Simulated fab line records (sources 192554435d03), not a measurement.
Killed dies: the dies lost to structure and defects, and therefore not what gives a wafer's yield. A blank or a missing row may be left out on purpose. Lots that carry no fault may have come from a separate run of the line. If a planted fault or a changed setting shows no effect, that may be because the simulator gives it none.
The tool behind it: which one? -- flow n5Finfet -- Sampling: 14 lots, 42 wafers, 8 of 1938 route steps

== WHAT EACH GAUGE READ, for each wafer ==
N5_BEOL_M0_SAQP_THK_MEAS_05.
lot,measured,on,thkNm (nm)
L429,day 5 16:18,filmMetro-01,58.4 58.8 59.6
L430,day 6 06:14,filmMetro-02,59.0 60.7 60.2
L432,day 6 09:28,filmMetro-02,58.9 60.2 60.0
L433,day 6 14:30,filmMetro-01,59.6 59.3 61.1
L434,day 6 22:08,filmMetro-01,60.1 60.5 60.3
L436,day 7 08:31,filmMetro-01,59.9 59.1 59.9
L437,day 7 15:51,filmMetro-02,59.2 59.1 59.8
L438,day 8 09:10,filmMetro-01,59.3 60.5 61.0
L444,day 9 09:48,filmMetro-01,22.7 22.9 22.6
L445,day 9 16:40,filmMetro-01,23.2 23.1 22.9
L448,day 10 11:13,filmMetro-01,59.5 59.8 60.2
L449,day 10 16:58,filmMetro-01,58.9 58.2 60.2
L450,day 10 22:40,filmMetro-02,59.8 59.1 59.5
L451,day 11 03:02,filmMetro-01,59.5 60.5 60.1

N5_BEOL_M0_SAQP_CD_MEAS_25: target cd 13.1 nm.
lot,measured,on,cdNm (nm)
L429,day 5 18:35,cdSem-03,12.84 12.73 12.54
L430,day 6 08:31,cdSem-01,12.54 13.04 13.07
L432,day 6 12:31,cdSem-01,12.73 12.96 12.64
L433,day 6 16:59,cdSem-03,12.91 12.91 12.76
L434,day 7 00:13,cdSem-03,12.67 12.96 12.61
L436,day 7 11:40,cdSem-01,12.88 12.80 12.92
L437,day 7 18:13,cdSem-02,12.77 12.98 12.78
L438,day 8 11:18,cdSem-02,13.03 12.77 12.43
L444,day 9 12:41,cdSem-02,- - -
L445,day 9 19:03,cdSem-01,- - -
L448,day 10 13:14,cdSem-03,12.90 12.71 12.76
L449,day 10 19:22,cdSem-01,12.42 12.84 12.89
L450,day 11 00:48,cdSem-01,12.80 12.57 12.65
L451,day 11 05:27,cdSem-03,12.67 12.43 13.08

N5_BEOL_M4_RC_MEAS_101.
lot,measured,on,DIBL_N (mV/V),DIBL_P (mV/V),IOFF_N (nA/um),IOFF_P (nA/um),ION_N (uA/um),ION_P (uA/um),SS_N (mV/dec),SS_P (mV/dec),VT_N (mV),VT_P (mV)
L429,day 8 12:46,prober-01,36.9 34.7 35.8,35.7 33.8 34.9,0.169 0.130 0.143,0.195 0.173 0.187,674 668 673,459 460 456,72.0 71.6 71.6,73.6 72.5 73.9,250.0 255.9 253.5,-252.6 -253.0 -253.9
L430,day 9 12:45,prober-01,35.9 34.6 34.8,37.2 35.3 35.5,0.165 0.135 0.134,0.230 0.205 0.207,680 672 662,463 465 465,71.5 71.2 71.1,74.1 73.6 73.3,247.7 252.1 254.0,-247.0 -247.1 -249.6
L432,day 9 10:25,prober-02,34.5 35.4 37.4,35.0 36.9 38.7,0.131 0.152 0.186,0.171 0.188 0.217,666 674 685,456 463 463,71.5 70.7 71.4,72.7 74.0 73.5,252.6 249.2 247.3,-254.4 -253.0 -250.4
L433,day 9 21:12,prober-02,39.5 38.2 39.3,39.0 37.3 38.9,0.195 0.171 0.192,0.247 0.214 0.249,684 676 687,470 467 472,71.6 71.2 71.3,74.6 73.8 74.3,245.6 248.8 249.0,-248.0 -250.4 -251.1
L434,day 10 01:04,prober-01,36.3 34.7 35.5,36.8 34.4 34.8,0.154 0.122 0.134,0.216 0.195 0.189,672 658 662,462 461 455,71.3 70.6 71.8,73.6 72.6 72.5,253.1 253.3 253.9,-250.0 -252.4 -252.3
L436,day 10 23:22,prober-01,37.4 36.4 38.7,38.2 36.8 39.7,0.177 0.162 0.215,0.241 0.219 0.275,680 678 690,465 466 469,72.0 71.5 72.2,73.2 72.6 73.7,249.7 248.2 247.5,-247.3 -247.1 -246.1
L437,day 11 06:45,prober-01,34.6 34.2 35.7,35.7 35.0 36.7,0.140 0.127 0.151,0.202 0.192 0.220,667 671 683,464 464 470,71.3 70.6 72.0,73.1 73.6 73.2,250.4 252.5 249.6,-249.8 -248.7 -248.1
L438,day 11 23:56,prober-02,39.0 36.5 34.7,39.5 36.3 33.6,0.212 0.155 0.127,0.261 0.206 0.164,686 664 661,467 463 454,72.0 71.4 70.8,74.4 73.7 72.8,245.7 248.2 253.4,-248.4 -250.4 -255.1
L448,day 13 11:46,prober-01,36.4 35.9 36.6,37.7 36.6 37.7,0.149 0.147 0.155,0.211 0.201 0.210,674 670 676,466 463 465,71.7 72.0 71.9,73.7 72.8 73.6,251.9 250.3 248.7,-251.6 -251.4 -251.9
L449,day 15 11:11,prober-02,34.5 33.6 34.5,36.3 33.6 35.7,0.150 0.121 0.142,0.208 0.162 0.187,664 659 665,459 449 454,70.8 70.5 70.2,73.9 73.1 72.9,246.7 250.9 249.3,-250.5 -253.8 -254.0
L450,day 13 19:11,prober-01,35.5 35.1 36.6,34.3 34.3 35.9,0.139 0.139 0.153,0.185 0.189 0.216,659 669 662,456 459 462,71.2 71.4 71.1,72.3 72.9 72.4,250.1 253.1 252.1,-250.4 -250.0 -251.4
L451,day 14 15:33,prober-01,34.3 33.8 34.8,36.0 35.2 36.4,0.141 0.135 0.147,0.198 0.188 0.205,673 665 668,466 460 463,71.7 71.2 71.6,73.2 73.0 73.7,251.4 251.8 250.1,-252.4 -251.7 -252.6

== EACH LOT AND THE TOOL THAT RAN IT (in order: tool; ch and the chambers of the sampled wafers; start) ==
lot,N5_MOL_CONTACT_COAG_VIA_ETCH_117,N5_MOL_CONTACT_COAG_STRIP_49,N5_MOL_CONTACT_COAG_CVD_140,N5_BEOL_M0_SAQP_PECVD_04,N5_BEOL_M0_SAQP_MANDREL_ETCH_20
L429,"rieDiel-04 ch 0,2, day 5 08:50","plasmaAsher-02 ch 0,1, day 5 09:02","cvdW-02 ch 0,1, day 5 09:19","pecvd-02 ch 0,1,2, day 5 16:12","rieSi-03 ch 0,1, day 5 17:08"
L430,"rieDiel-04 ch 0,3, day 5 18:17","plasmaAsher-02 ch 0,1, day 5 18:34","cvdW-01 ch 0, day 5 18:50","pecvd-02 ch 0,1, day 6 06:06","rieSi-04 ch 1,2,3, day 6 07:13"
L432,"rieDiel-04 ch 0,3, day 6 02:11","plasmaAsher-02 ch 0,1, day 6 02:24","cvdW-02 ch 0,1, day 6 02:40","pecvd-02 ch 0,1,2, day 6 09:23","rieSi-03 ch 2,3, day 6 10:20"
L433,"rieDiel-05 ch 0,3, day 6 09:13","plasmaAsher-02 ch 0, day 6 09:25","cvdW-01 ch 0,1, day 6 09:41","pecvd-04 ch 0,1,2, day 6 14:24","rieSi-02 ch 2,3, day 6 15:20"
L434,"rieDiel-01 ch 2,3, day 6 16:25","plasmaAsher-02 ch 0,1, day 6 16:38","cvdW-01 ch 0,1, day 6 16:59","pecvd-02 ch 1,2, day 6 22:02","rieSi-03 ch 0,1,2, day 6 22:52"
L436,"rieDiel-01 ch 0,1,3, day 7 02:42","plasmaAsher-01 ch 0,1, day 7 02:54","cvdW-01 ch 0,1, day 7 03:11","pecvd-02 ch 0,1,2, day 7 08:25","rieSi-02 ch 1,2, day 7 09:14"
L437,"rieDiel-05 ch 0,1,3, day 7 09:10","plasmaAsher-01 ch 1, day 7 09:22","cvdW-02 ch 1, day 7 09:38","pecvd-04 ch 0,2, day 7 15:45","rieSi-02 ch 1,2,3, day 7 16:56"
L438,"rieDiel-04 ch 0,1,2, day 8 01:35","plasmaAsher-02 ch 0,1, day 8 01:48","cvdW-02 ch 0,1, day 8 02:08","pecvd-03 ch 0,2, day 8 09:04","rieSi-03 ch 0,2,3, day 8 10:00"
L444,"rieDiel-01 ch 1,2,3, day 9 01:40","plasmaAsher-01 ch 0,1, day 9 01:52","cvdW-01 ch 0,1, day 9 02:09","pecvd-03 ch 0,1,2, day 9 09:43","rieSi-02 ch 0,1,3, day 9 10:49"
L445,"rieDiel-01 ch 0,2,3, day 9 10:23","plasmaAsher-02 ch 0,1, day 9 10:36","cvdW-02 ch 0,1, day 9 11:09","pecvd-02 ch 0,1, day 9 16:34","rieSi-02 ch 1,2,3, day 9 17:46"
L448,"rieDiel-04 ch 1,2, day 10 06:13","plasmaAsher-01 ch 0,1, day 10 06:26","cvdW-02 ch 0,1, day 10 06:47","pecvd-02 ch 0,1, day 10 11:07","rieSi-02 ch 0,1,3, day 10 11:56"
L449,"rieDiel-05 ch 0,1,2, day 10 10:09","plasmaAsher-02 ch 0,1, day 10 10:21","cvdW-02 ch 0,1, day 10 10:38","pecvd-04 ch 0,2, day 10 16:53","rieSi-04 ch 2,3, day 10 18:05"
L450,"rieDiel-05 ch 1,2,3, day 10 16:45","plasmaAsher-01 ch 0,1, day 10 16:57","cvdW-02 ch 0,1, day 10 17:14","pecvd-03 ch 0,1, day 10 22:34","rieSi-04 ch 1,3, day 10 23:31"
L451,"rieDiel-01 ch 0,1,2, day 10 20:27","plasmaAsher-01 ch 0,1, day 10 20:40","cvdW-02 ch 0,1, day 10 21:01","pecvd-02 ch 0,1, day 11 02:56","rieSi-02 ch 0,3, day 11 03:46"
- N5_MOL_CONTACT_COAG_VIA_ETCH_117: etches SiO2 in C4F6/O2, target depth 40 nm, overetch 8 nm, time 26 s.
- N5_MOL_CONTACT_COAG_STRIP_49: strips in N2/H2, time 30 s.
- N5_MOL_CONTACT_COAG_CVD_140: deposits W, target thk 66.5 nm, time 215 s.
- N5_BEOL_M0_SAQP_PECVD_04: deposits a-Si from SiH4/He, target thk 60 nm, time 60.2 s.
- N5_BEOL_M0_SAQP_MANDREL_ETCH_20: etches a-Si in HBr/Cl2, stops on SiNx, target depth 60 nm, bt time 10 s, time 30 s.

== AS READ BY THE TOOLS THEMSELVES (means over the sampled wafers that have a number; for cases with no such wafer, the mark the record gives instead) ==
N5_MOL_CONTACT_COAG_VIA_ETCH_117.
lot,tool,O2_flow_sccm (sccm),drypumpMotorCurrentA (A),oes_f_703_au (a.u.),oesProductAu (a.u.),rfVppV (V),showerheadPlenumPTorr (Torr),throttleValvePct (%)
L429,rieDiel-04,10.04,5.9,0.74,0.66,1573,2.86,41.0
L430,rieDiel-04,10.00,6.4,0.85,0.77,1587,2.93,40.9
L432,rieDiel-04,9.99,6.4,0.84,0.76,1588,2.93,40.9
L433,rieDiel-05,10.00,5.4,0.73,0.66,1600,2.80,41.6
L434,rieDiel-01,9.97,5.7,0.73,0.65,1565,2.85,41.2
L436,rieDiel-01,10.00,5.5,0.75,0.67,1583,2.80,41.1
L437,rieDiel-05,9.96,5.2,0.77,0.69,1595,2.84,41.5
L438,rieDiel-04,10.00,5.8,0.76,0.67,1568,2.80,40.9
L444,rieDiel-01,10.01,5.7,0.71,0.64,1570,2.81,41.0
L445,rieDiel-01,9.97,5.5,0.73,0.66,1577,2.82,41.3
L448,rieDiel-04,10.02,5.8,0.75,0.67,1558,2.80,41.0
L449,rieDiel-05,10.02,5.3,0.75,0.67,1597,2.90,41.4
L450,rieDiel-05,9.97,5.6,0.76,0.68,1591,2.84,41.5
L451,rieDiel-01,9.99,5.8,0.73,0.65,1574,2.75,41.3

N5_MOL_CONTACT_COAG_STRIP_49.
lot,tool,drypumpMotorCurrentA (A),heaterPowerW (W),n2FlowSccm (sccm)
L429,plasmaAsher-02,5.7,318,1750
L430,plasmaAsher-02,5.7,321,1754
L432,plasmaAsher-02,5.7,322,1754
L433,plasmaAsher-02,6.1,320,1756
L434,plasmaAsher-02,5.7,325,1752
L436,plasmaAsher-01,6.2,296,1749
L437,plasmaAsher-01,6.4,303,1751
L438,plasmaAsher-02,5.7,324,1751
L444,plasmaAsher-01,6.2,293,1748
L445,plasmaAsher-02,5.7,320,1752
L448,plasmaAsher-01,6.1,285,1751
L449,plasmaAsher-02,5.7,326,1752
L450,plasmaAsher-01,6.1,286,1747
L451,plasmaAsher-01,6.2,299,1751

N5_MOL_CONTACT_COAG_CVD_140.
lot,tool,heaterPowerW (W)
L429,cvdW-02,474
L430,cvdW-01,547
L432,cvdW-02,470
L433,cvdW-01,536
L434,cvdW-01,530
L436,cvdW-01,539
L437,cvdW-02,494
L438,cvdW-02,479
L444,cvdW-01,546
L445,cvdW-02,476
L448,cvdW-02,480
L449,cvdW-02,479
L450,cvdW-02,482
L451,cvdW-02,477

N5_BEOL_M0_SAQP_PECVD_04.
lot,tool,chamberPressureTorr (Torr),heaterPowerOuterW (W),heaterPowerW (W),showerheadPlenumPTorr (Torr),throttleValvePct (%)
L429,pecvd-02,3.001,418,674,5.70,18.9
L430,pecvd-02,3.002,392,626,5.71,19.0
L432,pecvd-02,3.005,414,660,5.70,18.9
L433,pecvd-04,3.001,380,635,5.63,17.8
L434,pecvd-02,3.005,477,761,5.70,19.1
L436,pecvd-02,3.001,430,694,5.69,19.0
L437,pecvd-04,3.002,382,639,5.64,16.6
L438,pecvd-03,2.997,405,682,5.68,18.3
L444,pecvd-03,-,-,-,-,-
L445,pecvd-02,-,-,-,-,-
L448,pecvd-02,3.004,427,676,5.72,19.2
L449,pecvd-04,2.995,382,632,5.64,16.8
L450,pecvd-03,2.996,353,578,5.69,18.6
L451,pecvd-02,2.998,444,706,5.71,19.3

N5_BEOL_M0_SAQP_MANDREL_ETCH_20.
lot,tool,drypumpMotorCurrentA (A),heBacksideLeakSccm (sccm),oesProductAu (a.u.),throttleValvePct (%)
L429,rieSi-03,5.4,2.7,0.774,35.41
L430,rieSi-04,5.6,2.5,0.776,35.37
L432,rieSi-03,5.8,3.3,0.763,35.07
L433,rieSi-02,6.1,2.5,0.765,35.52
L434,rieSi-03,5.7,3.0,0.781,35.23
L436,rieSi-02,6.3,3.2,0.765,35.49
L437,rieSi-02,6.2,2.9,0.762,35.55
L438,rieSi-03,5.5,3.0,0.776,35.23
L444,rieSi-02,6.0,3.0,0.324,36.46
L445,rieSi-02,6.2,2.7,0.324,36.43
L448,rieSi-02,6.0,2.9,0.766,35.58
L449,rieSi-04,5.3,2.6,0.770,35.30
L450,rieSi-04,5.5,3.5,0.765,35.52
L451,rieSi-02,5.5,2.8,0.764,35.59

== THE ANSWER, worked out from the rows above alone ==
Rule: the usual values come from the lots themselves. The widest of any qualifying gaps counts: lots, ordered by their means at a reading, are off when they make up no more than a third of the lots, leave a main group of 4 or more, and stand apart from it by 3 or more times the standard deviation of that group's means. Not used: any main group whose means are identical at the precision the tables above print for the reading. A lot without any number at a reading at which 4 lots or more have one is off too. Where the step has rows for the other lots, those lots are counted as sound. Order of review: gauges by route order, followed by the tools' own readings, for which a lot's mean as printed above is used. At the first step where some lot is off, the reading lying furthest off is the one used; lots without a number count as furthest.
Off: L444, L445 (N5_BEOL_M0_SAQP_THK_MEAS_05, thkNm). Mean 59.7 nm and standard deviation 0.42 in the main group.
A tool fits if, at a process step before that reading, it ran every lot that is off, and no sound lot after the first of them. The gauges at N5_BEOL_M0_SAQP_THK_MEAS_05 aren't tried: what is off there is off at N5_BEOL_M0_SAQP_CD_MEAS_25 too, on other tools, and a gauge's error can't cause that. No candidate that was tried fits.

== WHAT THE SIMULATOR HAD PUT IN ==
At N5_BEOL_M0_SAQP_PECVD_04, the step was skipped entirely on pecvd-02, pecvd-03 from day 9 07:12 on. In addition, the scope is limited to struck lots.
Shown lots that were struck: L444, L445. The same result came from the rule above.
